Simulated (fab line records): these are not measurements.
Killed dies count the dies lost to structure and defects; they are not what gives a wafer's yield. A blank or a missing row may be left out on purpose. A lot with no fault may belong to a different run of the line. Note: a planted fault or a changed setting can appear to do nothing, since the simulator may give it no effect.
fab line records + flow n5Finfet
record
- lots=5
- wafers=15
- lastDay=18
route steps=1938 shown BEOL_M3@970 BEOL_M4@1111 PASSIVATION@1936
lots untouched by any fault: they come from a run of this same line in which no faults occurred
startH: hours from the record's first day to the start of the lot's first wafer shown + waitH: hours since the lot's step before + " identical to the entry in the row above + L1.1+2: a row that stands for several wafers + - either no value or no given start + * or withheld: withheld + < > ~ a bound
route shown NAME@n: a module of which the file shows steps, and the number in the route of the first + usual: mean/standard deviation of fault-free wafers + same: alike in all rows + chamber/n: place in a boat + sites: per-site readings + _std_site: standard deviation across them + _edge_site: the outer-site mean with the inner-site mean subtracted + radiusMm: how far each site lies from the wafer's centre + mask NAME#n: copy n + behind: the last tool/chamber to shape the wafer + hold: cause of the lot's hold/its duration in hours/its outcome + device: the n, p or np transistor that did not switch + end of line: the tests these same wafers got at the end of their route + a step without rows: its recipe alone + killed: dies lost to structure and defects at the first sort, not the wafer's yield + map: a wafer's dies, marking killed ones x, the rest . and places with no die _
set.NAME: setting as actually run; set.NAME@STEP: the setting as run at that earlier step + model.NAME: the simulator's own value behind a step, which no gauge read
lots at some steps of the route; a table a step, a row a wafer
services: the hour from which a tool's chamber was out of use, counted from the record's first day as startH (under 0 if before that day), plus the number of hours and why
## steps
# step N5_BEOL_M3_ETCH_77
# recipe
- chemistry=N2/H2
- target=underlayer
- targetDepthA=65
- maskMaterial=CAR-EUV
- timeS=5.2
- ionEnergyEv=200
- pressureMtorr=30
- sourceW=840
- biasW=150
- n2FlowSccm=200
- h2FlowSccm=200
- ends=cleared
# step N5_BEOL_M3_ETCH_69
# recipe
- chemistry=CF4
- target=SiARC
- targetDepthA=156
- maskMaterial=CAR-EUV
- timeS=26
- ionEnergyEv=80
- pressureMtorr=40
- sourceW=545
- biasW=36
- Ar_flow_sccm=100
- cf4FlowSccm=100
- ends=cleared
# step N5_BEOL_M3_ALD_98
# recipe
- material=SiO2
- targetThkA=25
- tempC=100
- aldPrecursorFamily=BDEAS
- aldCoReactant=O2-plasma
- pulseTimeS=1
- coReactantPulseTimeS=1
- purgeTimeS=2
- coReactantPurgeTimeS=2
- aldCycles=17
- pressureTorr=2
# step N5_BEOL_M3_ETCHBACK_99
# recipe
- chemistry=CHF3
- target=SiO2
- targetDepthA=50
- timeS=10.4
- sourceW=215
- biasW=47
- Ar_flow_sccm=200
- CHF3_flow_sccm=12
- ionEnergyEv=100
- pressureMtorr=30
# step N5_BEOL_M3_ETCH_70
# recipe
- chemistry=N2/H2
- target=SOC
- targetDepthA=800
- overetchA=160
- maskMaterial=SiARC
- tempC=40
- timeS=120
- ionEnergyEv=200
- pressureMtorr=30
- sourceW=840
- biasW=150
- n2FlowSccm=200
- h2FlowSccm=200
# step N5_BEOL_M3_STRIP_71
# recipe
- chemistry=N2/H2
- tempC=40
- n2FlowSccm=200
- h2FlowSccm=200
- rfFrequencyHz=6e+07
# step N5_BEOL_M3_STRIP_78
# recipe
- chemistry=N2/H2
- tempC=40
- n2FlowSccm=200
- h2FlowSccm=200
- rfFrequencyHz=6e+07
# step N5_BEOL_M3_VIA_ETCH_34
# recipe
- chemistry=C4F6/O2
- targetDepthA=694
- maskMaterial=SOC
- pressureMtorr=15
- ionEnergyEv=250
- taperDeg=4
- timeS=65.9
- sourceW=350
- biasW=170
- Ar_flow_sccm=300
- C4F6_flow_sccm=10
- O2_flow_sccm=10
# step N5_BEOL_M3_STRIP_83
# recipe
- chemistry=C4F6/O2
- resist=SiARC
- rfFrequencyHz=6e+07
# step N5_BEOL_M3_STRIP_36
# recipe
- chemistry=N2/H2
- powerW=450
- tempC=40
- pressureMtorr=20
- rfFrequencyHz=6e+07
- overashFraction=0.3
- biasPowerW=7
- h2Frac=0.5
- n2FlowSccm=200
- h2FlowSccm=200
# step N5_BEOL_M3_TRENCH_ETCH_37
# recipe
- chemistry=C4F6/O2
- targetDepthA=555.55
- target=SiOC
- timeS=29.2
- ionEnergyEv=250
- pressureMtorr=30
- sourceW=355
- biasW=185
- Ar_flow_sccm=300
- C4F6_flow_sccm=10
- O2_flow_sccm=10
# step N5_BEOL_M3_ETCH_41
# recipe
- chemistry=CH3F/O2
- target=SiCN
- targetDepthA=299
- taperDeg=2
- timeS=52.5
- ionEnergyEv=120
- maskMaterial=TiN
- pressureMtorr=30
- sourceW=395
- biasW=75
- Ar_flow_sccm=150
- CH3F_flow_sccm=30
- O2_flow_sccm=20
# step N5_BEOL_M3_STRIP_97
# recipe
- chemistry=N2/H2
- timeS=10
- powerW=450
- tempC=40
- pressureMtorr=20
- rfFrequencyHz=6e+07
- biasPowerW=7
- n2FlowSccm=200
- h2FlowSccm=200
# usual
- biasPowerW=6.998/0.019
- chamberPressureMTorr=19.998/0.024
- drypumpMotorCurrentA=5.4/0.42
- oesProductAu=0.83/0.091
- rfVppV=59.2/0.83
- showerheadPlenumPTorr=2.53/0.098
- tempC=39.99/0.11
- throttleValvePct=23.6/0.4
| lot.wafer | tool       | chamber | startH | waitH | biasPowerW | chamberPressureMTorr | drypumpMotorCurrentA | oesProductAu | rfHoursCounterH | rfVppV | showerheadPlenumPTorr | tempC | throttleValvePct |
|-----------|------------|---------|--------|-------|------------|----------------------|----------------------|--------------|-----------------|--------|-----------------------|-------|------------------|
| L271.4    | rieDiel-03 | 2       | 237.68 | -     | -          | -                    | -                    | -            | -               | -      | -                     | -     | -                |
| L271.5    | "          | 0       | "      | "     | -          | -                    | -                    | -            | -               | -      | -                     | -     | -                |
| L271.6    | "          | 3       | "      | "     | -          | -                    | -                    | -            | -               | -      | -                     | -     | -                |
| L270.2    | rieDiel-01 | 0       | 240.98 | -     | -          | -                    | -                    | -            | -               | -      | -                     | -     | -                |
| L270.3    | "          | 1       | "      | "     | -          | -                    | -                    | -            | -               | -      | -                     | -     | -                |
| L270.5    | "          | 2       | "      | "     | -          | -                    | -                    | -            | -               | -      | -                     | -     | -                |
| L272.3    | rieDiel-01 | 0       | 250.75 | -     | -          | -                    | -                    | -            | -               | -      | -                     | -     | -                |
| L272.5    | "          | 1       | "      | "     | -          | -                    | -                    | -            | -               | -      | -                     | -     | -                |
| L272.6    | "          | 0       | "      | "     | -          | -                    | -                    | -            | -               | -      | -                     | -     | -                |
| L276.1    | rieDiel-04 | 2       | 277.92 | -     | 7.000      | 20.024               | 4.8                  | 0.68         | 244             | 58.0   | 2.42                  | 39.85 | 24.0             |
| L276.5    | "          | 1       | "      | "     | 6.969      | 20.008               | 5.7                  | 0.77         | -               | 59.4   | 2.51                  | 39.91 | 23.6             |
| L276.6    | "          | 2       | "      | "     | 6.991      | 19.980               | 4.8                  | 0.68         | -               | 58.4   | 2.42                  | 39.98 | 24.0             |
| L280.3    | rieDiel-03 | 1       | 301.67 | -     | 6.981      | 19.973               | 5.6                  | 0.71         | 220             | 58.0   | 2.51                  | 39.88 | 24.0             |
| L280.5    | "          | 1       | "      | "     | 6.960      | 19.938               | 5.6                  | 0.71         | -               | 58.9   | 2.51                  | 40.05 | 24.0             |
| L280.6    | "          | 0       | "      | "     | 6.977      | 20.002               | 5.0                  | 0.89         | -               | 59.3   | 2.65                  | 40.18 | 23.1             |
# step N5_BEOL_M3_HM_STRIP_39
# recipe
- chemistry=peroxideTinStrip
- material=TiN
- targetDepthA=250
- tempC=50
- timeS=158
# step N5_BEOL_M3_SRD_40
# recipe
- timeS=30
- tempC=23
- rinseLiquid=diw
- dry=ipaMarangoni
# step N5_BEOL_M3_PRECLEAN_42
# recipe
- chemistry=residueRemover
- timeS=60
- tempC=40
# step N5_BEOL_M3_SRD_43
# recipe
- timeS=30
- tempC=23
- rinseLiquid=diw
- dry=ipaMarangoni
# step N5_BEOL_M3_DEGAS_44
# recipe
- ambient=vacuum
- tempC=250
- timeS=60
# step N5_BEOL_M3_PRE_CLEAN_45
# recipe
- gas=H2/He
- timeS=30
- tempC=250
# step N5_BEOL_M3_ALD_84
# recipe
- material=TaN
- targetThkA=*
- tempC=275
- aldPrecursorFamily=PDMAT
- aldCoReactant=NH3
- pressureTorr=3
- carrierFlowSccm=1500
- pulseTimeS=2
- purgeTimeS=3
- coReactantPurgeTimeS=2
- coReactantPulseTimeS=3
- aldCycles=30
- precursorVesselTempC=75
- precursorVesselPressureTorr=26.25
- precursorVesselCarrierSccm=1000
# step N5_BEOL_M3_SURFACE_TREAT_85
# recipe
- gas=Ar
- timeS=*
- ionEnergyEv=*
- ionCurrentMaCm2=0.5
- pressureMtorr=*
- arFlowSccm=30
# step N5_BEOL_M3_CVD_47
# recipe
- material=Co
- targetThkA=30
- tempC=withheld
- precursor=CCTBA/H2
- pressureTorr=30
- timeS=223.8
# step N5_BEOL_M3_SPUTTER_48
# recipe
- material=Cu
- targetThkA=45
- tempC=-20
- chamberPressurePa=0.07
- powerW=withheld
- timeS=8.29
# step N5_BEOL_M3_ANNEAL_49
# recipe
- tempC=400
- timeS=240
- ambient=vacuum
# step N5_BEOL_M3_SPUTTER_79
# recipe
- material=Cu
- targetThkA=45
- tempC=-20
- chamberPressurePa=0.07
- powerW=withheld
- timeS=8.29
# step N5_BEOL_M3_ANNEAL_80
# recipe
- tempC=400
- timeS=240
- ambient=vacuum
# step N5_BEOL_M3_SPUTTER_81
# recipe
- material=Cu
- targetThkA=45
- tempC=-20
- chamberPressurePa=0.07
- powerW=withheld
- timeS=8.29
# step N5_BEOL_M3_ANNEAL_82
# recipe
- tempC=400
- timeS=240
- ambient=vacuum
# step N5_BEOL_M3_SPUTTER_86
# recipe
- material=Cu
- targetThkA=45
- tempC=-20
- chamberPressurePa=0.07
- powerW=withheld
- timeS=8.29
# step N5_BEOL_M3_ANNEAL_87
# recipe
- tempC=400
- timeS=240
- ambient=vacuum
# step N5_BEOL_M3_SPUTTER_88
# recipe
- material=Cu
- targetThkA=45
- tempC=-20
- chamberPressurePa=0.07
- powerW=withheld
- timeS=8.29
# step N5_BEOL_M3_ANNEAL_89
# recipe
- tempC=400
- timeS=240
- ambient=vacuum
# step N5_BEOL_M3_SPUTTER_90
# recipe
- material=Cu
- targetThkA=45
- tempC=-20
- chamberPressurePa=0.07
- powerW=withheld
- timeS=8.29
# step N5_BEOL_M3_ANNEAL_91
# recipe
- tempC=400
- timeS=240
- ambient=vacuum
# step N5_BEOL_M3_SPUTTER_92
# recipe
- material=Cu
- targetThkA=45
- tempC=-20
- chamberPressurePa=0.07
- powerW=withheld
- timeS=8.29
# step N5_BEOL_M3_ANNEAL_93
# recipe
- tempC=400
- timeS=240
- ambient=vacuum
# step N5_BEOL_M3_SPUTTER_94
# recipe
- material=Cu
- targetThkA=45
- tempC=-20
- chamberPressurePa=0.07
- powerW=withheld
- timeS=8.29
# step N5_BEOL_M3_ANNEAL_95
# recipe
- tempC=400
- timeS=240
- ambient=vacuum
# step N5_BEOL_M3_SPUTTER_96
# recipe
- material=Cu
- targetThkA=45
- tempC=-20
- chamberPressurePa=0.07
- powerW=withheld
- timeS=8.29
# step N5_BEOL_M3_ECD_50
# recipe
- material=Cu
- targetThkA=3000
# step N5_BEOL_M4_RC_MEAS_101
# usual
- DIBL_N=36.5/2.2
- DIBL_P=36.9/2.9
- IOFF_N=0.17/0.044
- IOFF_P=0.22/0.052
- ION_N=671/16
- ION_P=461/10
- SS_N=71.6/0.73
- SS_P=73.5/0.79
- VT_N=250/4.1
- VT_P=-250/4.1
| lot.wafer | tool      | chamber | startH | waitH | DIBL_N[mV/V] | DIBL_P[mV/V] | IOFF_N[nA/um] | IOFF_P[nA/um] | ION_N[uA/um] | ION_P[uA/um] | SS_N[mV/dec] | SS_P[mV/dec] | VT_N[mV] | VT_P[mV] |
|-----------|-----------|---------|--------|-------|--------------|--------------|---------------|---------------|--------------|--------------|--------------|--------------|----------|----------|
| L271.4    | prober-02 | 0       | 259.03 | 0.5   | 38.6         | 40.0         | 0.23          | 0.27          | 699          | 472          | 72.3         | 73.7         | 245      | -246     |
| L271.5    | "         | 0       | "      | "     | 37.7         | 37.5         | 0.20          | 0.23          | 671          | 457          | 72.1         | 74.2         | 247      | -246     |
| L271.6    | "         | 0       | "      | "     | 38.1         | 40.1         | 0.22          | 0.29          | 689          | 473          | 71.1         | 74.0         | 245      | -243     |
| L270.2    | prober-01 | 0       | 261.03 | 0.2   | 38.5         | 38.8         | 0.19          | 0.25          | 689          | 468          | 71.5         | 73.4         | 249      | -248     |
| L270.3    | "         | 0       | "      | "     | 36.3         | 35.6         | 0.15          | 0.17          | 661          | 452          | 71.4         | 73.6         | 252      | -252     |
| L270.5    | "         | 0       | "      | "     | 32.8         | 31.6         | 0.10          | 0.13          | 649          | 450          | 69.6         | 72.7         | 255      | -257     |
| L272.3    | prober-02 | 0       | 266.20 | 0.5   | 40.5         | 42.5         | 0.27          | 0.32          | 706          | 478          | 72.1         | 74.8         | 240      | -245     |
| L272.5    | "         | 0       | "      | "     | 35.2         | 33.9         | 0.14          | 0.17          | 676          | 462          | 71.5         | 72.1         | 252      | -254     |
| L272.6    | "         | 0       | "      | "     | 36.8         | 37.8         | 0.18          | 0.23          | 692          | 468          | 71.5         | 73.2         | 247      | -252     |
| L276.1    | prober-02 | 0       | 290.62 | 0.0   | 34.7         | 34.4         | 0.14          | 0.19          | 666          | 459          | 71.3         | 72.9         | 250      | -249     |
| L276.5    | "         | 0       | "      | "     | 36.5         | 38.7         | 0.17          | 0.25          | 680          | 472          | 70.9         | 74.2         | 247      | -245     |
| L276.6    | "         | 0       | "      | "     | 34.5         | 36.3         | 0.13          | 0.22          | 645          | 454          | 70.6         | 73.6         | 253      | -249     |
| L280.3    | prober-02 | 0       | 318.53 | 0.3   | 41.2         | 40.4         | 0.23          | 0.27          | 689          | 464          | 72.2         | 74.5         | 246      | -247     |
| L280.5    | "         | 0       | "      | "     | 36.9         | 34.8         | 0.13          | 0.17          | 645          | 441          | 71.2         | 73.5         | 254      | -253     |
| L280.6    | "         | 0       | "      | "     | 38.1         | 36.7         | 0.14          | 0.20          | 657          | 452          | 71.9         | 73.2         | 254      | -252     |
# step N5_PASSIVATION_PROBE_49
# usual
- defectLimitedYield=91.3/1.4
- killed_at_M0_to_M3=36/10
- killed_at_M4_up=13/5.4
- killedAtContacts=12/5.3
- killedAtFrontEnd=39/10
- killedAtOther=3.2/2.7
- killedDies=103/16
- killedOnRim=13/4
- killedOpen=68/13
- killedShort=33/6.6
- sort_bin_4_leakage=0.01/0.031
- sort_bin_5_function=5.1/0.92
- sort_bin_6_memory=3.3/0.68
- sort_bin_8_speed=0.1/0.41
- sortNPass=1077/17
- sortYieldPct=91.2/1.4
# same
- grossDies=1180
- killedAtBackSide=0
| lot.wafer | tool      | chamber | startH | waitH | defectLimitedYield[%] | killed_at_M0_to_M3 | killed_at_M4_up | killedAtContacts | killedAtFrontEnd | killedAtOther | killedDies | killedOnRim | killedOpen | killedShort | sort_bin_4_leakage[%] | sort_bin_5_function[%] | sort_bin_6_memory[%] | sort_bin_8_speed[%] | sortNPass | sortYieldPct[%] |
|-----------|-----------|---------|--------|-------|-----------------------|--------------------|-----------------|------------------|------------------|---------------|------------|-------------|------------|-------------|-----------------------|------------------------|----------------------|---------------------|-----------|-----------------|
| L271.4    | prober-01 | -       | 365.76 | 0.3   | 84.1                  | 118                | 21              | 5                | 37               | 7             | 188        | 21          | 139        | 43          | 0                     | 9.2                    | 5.5                  | 0                   | 992       | 84.1            |
| L271.5    | prober-01 | -       | 365.81 | 0.4   | 82.5                  | 138                | 19              | 21               | 26               | 2             | 206        | 26          | 137        | 66          | 0                     | 10.3                   | 6.7                  | 0                   | 974       | 82.5            |
| L271.6    | prober-01 | -       | 365.86 | 0.4   | 84.3                  | 113                | 17              | 7                | 40               | 8             | 185        | 28          | 135        | 45          | 0                     | 8.5                    | 6.7                  | 0                   | 995       | 84.3            |
| L270.2    | prober-02 | -       | 380.85 | 0.1   | 83.1                  | 124                | 22              | 3                | 37               | 13            | 199        | 28          | 138        | 59          | 0                     | 9.8                    | 6.0                  | 0.1                 | 981       | 83.1            |
| L270.3    | prober-02 | -       | 380.90 | 0.1   | 85.0                  | 113                | 12              | 8                | 40               | 4             | 177        | 26          | 128        | 48          | 0                     | 8.3                    | 6.0                  | 0.1                 | 1003      | 85.0            |
| L270.5    | prober-02 | -       | 381.00 | 0.2   | 82.1                  | 132                | 15              | 6                | 56               | 2             | 211        | 30          | 155        | 53          | 0                     | 10.6                   | 6.7                  | 0                   | 969       | 82.1            |
| L272.3    | prober-01 | -       | 390.31 | 0.1   | 83.8                  | 119                | 13              | 9                | 43               | 7             | 191        | 24          | 141        | 50          | 0.17                  | 10.3                   | 5.5                  | 0                   | 987       | 83.6            |
| L272.5    | prober-01 | -       | 390.41 | 0.2   | 83.5                  | 138                | 11              | 11               | 30               | 5             | 195        | 31          | 142        | 51          | 0                     | 9.5                    | 6.3                  | 0                   | 985       | 83.5            |
| L272.6    | prober-01 | -       | 390.46 | 0.3   | 84.2                  | 121                | 15              | 14               | 34               | 2             | 186        | 20          | 138        | 47          | 0                     | 9.2                    | 6.1                  | 0                   | 994       | 84.2            |
| L276.1    | prober-01 | -       | 402.36 | 0.0   | 91.9                  | 36                 | 8               | 17               | 34               | 0             | 95         | 10          | 55         | 38          | 0                     | 4.4                    | 3.3                  | 0                   | 1085      | 91.9            |
| L276.5    | prober-01 | -       | 402.56 | 0.2   | 90.3                  | 57                 | 3               | 20               | 33               | 1             | 114        | 13          | 82         | 31          | 0                     | 5.5                    | 3.8                  | 0                   | 1066      | 90.3            |
| L276.6    | prober-01 | -       | 402.61 | 0.3   | 90.2                  | 41                 | 11              | 27               | 33               | 4             | 116        | 13          | 87         | 26          | 0                     | 4.9                    | 4.7                  | 0                   | 1064      | 90.2            |
| L280.3    | prober-01 | -       | 430.82 | 0.1   | 93.5                  | 28                 | 11              | 5                | 32               | 1             | 77         | 10          | 43         | 34          | 0                     | 4.5                    | 1.9                  | 0                   | 1103      | 93.5            |
| L280.5    | prober-01 | -       | 430.92 | 0.2   | 93.3                  | 30                 | 4               | 7                | 36               | 2             | 79         | 8           | 50         | 29          | 0                     | 4.0                    | 2.7                  | 0                   | 1101      | 93.3            |
| L280.6    | prober-01 | -       | 430.97 | 0.3   | 92.3                  | 33                 | 9               | 11               | 35               | 3             | 91         | 10          | 56         | 28          | 0                     | 4.3                    | 2.6                  | 0                   | 1089      | 92.3            |
# killed by level:class
L271.4 BEOL_M3:geometricParticle:open=73 BEOL_M3:geometricParticle:short=26 BEOL_M4:geometricParticle:open=14 BEOL_M0_SAQP:geometricParticle:open=9 FIN_SAQP:geometricParticle:open=7 STI_FIN_REVEAL:geometricParticle:open=6 HKMG_FIN:areaEtch=6 ILD0:geometricParticle:open=4
L271.5 BEOL_M3:geometricParticle:open=74 BEOL_M3:geometricParticle:short=21 BEOL_M0_SAQP:geometricParticle:short=15 MOL_CONTACT_COAG:geometricParticle:open=12 FIN_SAQP:geometricParticle:open=11 BEOL_M0_SAQP:geometricParticle:open=11 MOL_CONTACT_COAG:geometricParticle:short=9 BEOL_M2:geometricParticle:open=8
L271.6 BEOL_M3:geometricParticle:open=67 BEOL_M3:geometricParticle:short=18 FIN_SAQP:geometricParticle:open=17 BEOL_M0_SAQP:geometricParticle:open=11 BEOL_M0_SAQP:geometricParticle:short=8 BEOL_M4:geometricParticle:open=8 MOL_CONTACT_COAG:geometricParticle:open=6 FIN_SAQP:geometricParticle:short=5
L270.2 BEOL_M3:geometricParticle:open=75 BEOL_M3:geometricParticle:short=24 FIN_SAQP:geometricParticle:open=11 FIN_SAQP:geometricParticle:short=9 MIM_TOP_ETCH:geometricParticle:open=9 BEOL_M4:geometricParticle:open=9 BEOL_M0_SAQP:geometricParticle:short=8 BEOL_M2:geometricParticle:open=7
L270.3 BEOL_M3:geometricParticle:open=59 BEOL_M3:geometricParticle:short=15 FIN_SAQP:geometricParticle:open=13 BEOL_M0_SAQP:geometricParticle:open=11 FIN_SAQP:geometricParticle:short=8 BEOL_M0_SAQP:geometricParticle:short=8 BEOL_M2:geometricParticle:open=8 BEOL_M4:geometricParticle:open=7
L270.5 BEOL_M3:geometricParticle:open=84 FIN_SAQP:geometricParticle:short=15 BEOL_M3:geometricParticle:short=15 FIN_SAQP:geometricParticle:open=14 STI_FIN_REVEAL:geometricParticle:open=10 BEOL_M1:geometricParticle:open=9 BEOL_M0_SAQP:geometricParticle:open=6 BEOL_M2:geometricParticle:open=6
L272.3 BEOL_M3:geometricParticle:open=82 BEOL_M3:geometricParticle:short=16 DUMMY_GATE:geometricParticle:open=11 BEOL_M0_SAQP:geometricParticle:open=7 BEOL_M4:geometricParticle:open=7 FIN_SAQP:geometricParticle:short=5 STI_FIN_REVEAL:geometricParticle:open=5 MOL_CONTACT_COAG:geometricParticle:open=5
L272.5 BEOL_M3:geometricParticle:open=77 BEOL_M3:geometricParticle:short=26 BEOL_M0:geometricParticle:open=11 MOL_CONTACT_COAG:geometricParticle:open=8 BEOL_M2:geometricParticle:open=8 BEOL_M4:geometricParticle:open=6 BEOL_M0_SAQP:geometricParticle:open=5 ILD0:geometricParticle:open=4
L272.6 BEOL_M3:geometricParticle:open=82 BEOL_M3:geometricParticle:short=15 MOL_CONTACT_COAG:geometricParticle:open=11 FIN_SAQP:geometricParticle:short=9 BEOL_M0_SAQP:geometricParticle:short=6 STI_FIN_REVEAL:geometricParticle:open=5 BEOL_M0_SAQP:geometricParticle:open=5 FIN_SAQP:geometricParticle:open=4
L276.1 MOL_CONTACT_COAG:geometricParticle:open=14 BEOL_M0_SAQP:geometricParticle:short=9 STI_FIN_REVEAL:geometricParticle:open=8 STI_FIN_REVEAL:geometricParticle:short=6 GATE_CUT:geometricParticle:short=6 BEOL_M0_SAQP:geometricParticle:open=6 BEOL_M3:geometricParticle:open=5 BEOL_M4:geometricParticle:open=5
L276.5 STI_FIN_REVEAL:geometricParticle:open=17 MOL_CONTACT_COAG:geometricParticle:open=15 BEOL_M2:geometricParticle:open=15 BEOL_M0_SAQP:geometricParticle:short=9 BEOL_M3:geometricParticle:open=9 BEOL_M0:geometricParticle:open=6 BEOL_M1:geometricParticle:open=6 MOL_CONTACT_COAG:geometricParticle:short=5
L276.6 MOL_CONTACT_COAG:geometricParticle:open=23 BEOL_M1:geometricParticle:open=12 BEOL_M2:geometricParticle:open=11 STI_FIN_REVEAL:geometricParticle:open=7 BEOL_M0_SAQP:geometricParticle:open=6 BEOL_M4:geometricParticle:open=6 FIN_SAQP:geometricParticle:open=4 FIN_SAQP:geometricParticle:short=4
L280.3 BEOL_M0_SAQP:geometricParticle:short=9 BEOL_M0_SAQP:geometricParticle:open=8 ILD0:geometricParticle:short=6 BEOL_M1:geometricParticle:open=6 FIN_SAQP:geometricParticle:open=5 GATE_CUT:geometricParticle:short=5 FIN_SAQP:geometricParticle:short=4 ILD0:geometricParticle:open=4
L280.5 BEOL_M0_SAQP:geometricParticle:short=11 BEOL_M0_SAQP:geometricParticle:open=9 FIN_SAQP:geometricParticle:open=8 ILD0:geometricParticle:open=6 MOL_CONTACT_COAG:geometricParticle:open=5 FIN_SAQP:geometricParticle:short=4 STI_FIN_REVEAL:geometricParticle:open=4 STARTING-WAFER:geometricParticle:short=4
L280.6 MOL_CONTACT_COAG:geometricParticle:open=10 BEOL_M1:geometricParticle:open=10 BEOL_M0_SAQP:geometricParticle:short=9 STI_FIN_REVEAL:geometricParticle:open=7 ILD0:geometricParticle:open=6 BEOL_M0_SAQP:geometricParticle:open=6 HKMG_FIN:areaEtch=6 BEOL_M1:geometricParticle:short=5
# map L270.5 (x killed, . not)
_________________..........x.________________
______________xx.......x.....xxx_____________
___________.....xx.x.x........xxx..__________
__________..x.....x....x....x....x.._________
________x.x....x....x...............x._______
_______.x...x...............x.x....x...______
______.xx....x.x.............x.........._____
_____..x..xx..x..........x.x...x.........____
____.....x...x...x................x.x.....___
___...........xx.x....x...x.x..x.xx..x.x.x.__
___.x.............xx....x.....x.xx...x.....__
__..........x...x.......xxx...........x.x..._
__............xx..x..x.........x....x.x..x.x_
_.......x.....x....x.....x..............x....
_.................x.x........x..x.....x.....x
_........x..x.......x..x..x..x...x.x.xx....x.
_....xxx.x.x.....xx.xx..x......x..x.x.x......
_..x...x..............x....x.x.x.x...xxx.....
_...xx..x....x....x................x...x.....
_.x...........x...xx...........xx..x..x......
_.........x..x.......x.......x.......x..x.x..
__.......x.x.........x...........xx..x......_
__x......x.x..........x.x..xx.x.xx.........._
___.....x..x.......x.........x..x.......x..__
___.............x.x.x........x...........x.__
____.x....x..x..............x.....x......x___
_____....x.x................x..x.x.....x.____
______.............xx....x.............._____
_______x...xx.x.............x.......x..______
________...........................xx._______
__________x.....................x..._________
___________..x..x.x.....x....x....x__________
______________.................._____________
_________________.x..x......x________________
# map L271.5 (x killed, . not)
_________________x........x..________________
______________....xx..xx.x......_____________
___________..x.........x...xx......__________
__________.xx.....x..xx.x....xx....._________
________x...................x.x.x...x._______
_______.x.x.....x.xxx.x.....x.x....x.x.______
______x............x..x.......x........._____
_____.....x.xxx.........x.xx.x...........____
____...x......x....x..xx.......xx.x.x.....___
___.x......x....xxxx.........x..xx.........__
___...x.........xx..x....xxx....x......x...__
__.x..............xx........xx..xx..x......._
__xx.x....x........................x.x.x...._
_...x..x..........x.x...........x.....x......
_...x.................x...xxx.x..x.......x...
_...x.....xx..x.x.xx.xx................x...x.
_....x................x......x.x.........x...
_...x....x.........x...x...................x.
_..x....x..x..........................x......
_....x......x..........x....x....xx.x..x...x.
_x.x...x......x.x.x...........x..x.....xx....
__.....................xx....x..x..........._
__x...x.............x.......x.x........x...._
___x..............x........................__
___.x.....x.x.....x..................x.....__
____..x...........xxx..x...........x......___
_____...x....xx................x.....x..x____
______.......x.........x.......x.....x.._____
_______..x..xx....x...xxx.........x....______
________.x...x.......................x_______
__________........x...x...........x._________
___________...........x..xx......xx__________
______________......xx.....x.x.._____________
_________________.....x.x..x.________________
## services
| tool       | chamber | startH | hours | kind                         |
|------------|---------|--------|-------|------------------------------|
| rieDiel-01 | 0       | 223.37 | 15.1  | repair                       |
| rieDiel-01 | 3       | 232.64 | 22.4  | repair                       |
| rieDiel-03 | -       | 244.35 | 28.1  | pm                           |
| rieDiel-03 | -       | 274.37 | 14.6  | pm                           |
| rieDiel-04 | 2       | 292.60 | -     | clean                        |
| rieDiel-04 | 2       | 292.60 | -     | consumableReplace:focusRing  |
| rieDiel-04 | 2       | 292.60 | -     | consumableReplace:showerhead |
| rieDiel-04 | 2       | 292.60 | 22.2  | scheduledDown                |
| rieDiel-04 | 2       | 292.60 | 22.2  | ventCycle                    |
## key
firstSign
- step=N5_BEOL_M3_STRIP_97
- reading=toolRecord
- direction=missing
effect
- step=N5_PASSIVATION_PROBE_49
- reading=killed_at_M0_to_M3
- direction=up
- sigmas=8.5
- usual=36
- struck=124
moreKillsBornAt
- N5_BEOL_M3_STRIP_97@rieDiel-01=531
- N5_BEOL_M3_STRIP_97@rieDiel-03=254
metAt N5_BEOL_M3_STRIP_97
struckWafers L270.2,L270.3,L270.5,L271.4,L271.5,L271.6,L272.3,L272.5,L272.6
fault
- kind=skippedStepWhole
- tool=rieDiel-01,rieDiel-03
- chamber=-
- onsetH=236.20
- steps=N5_BEOL_M3_STRIP_97
- scope=struckLotsOnly
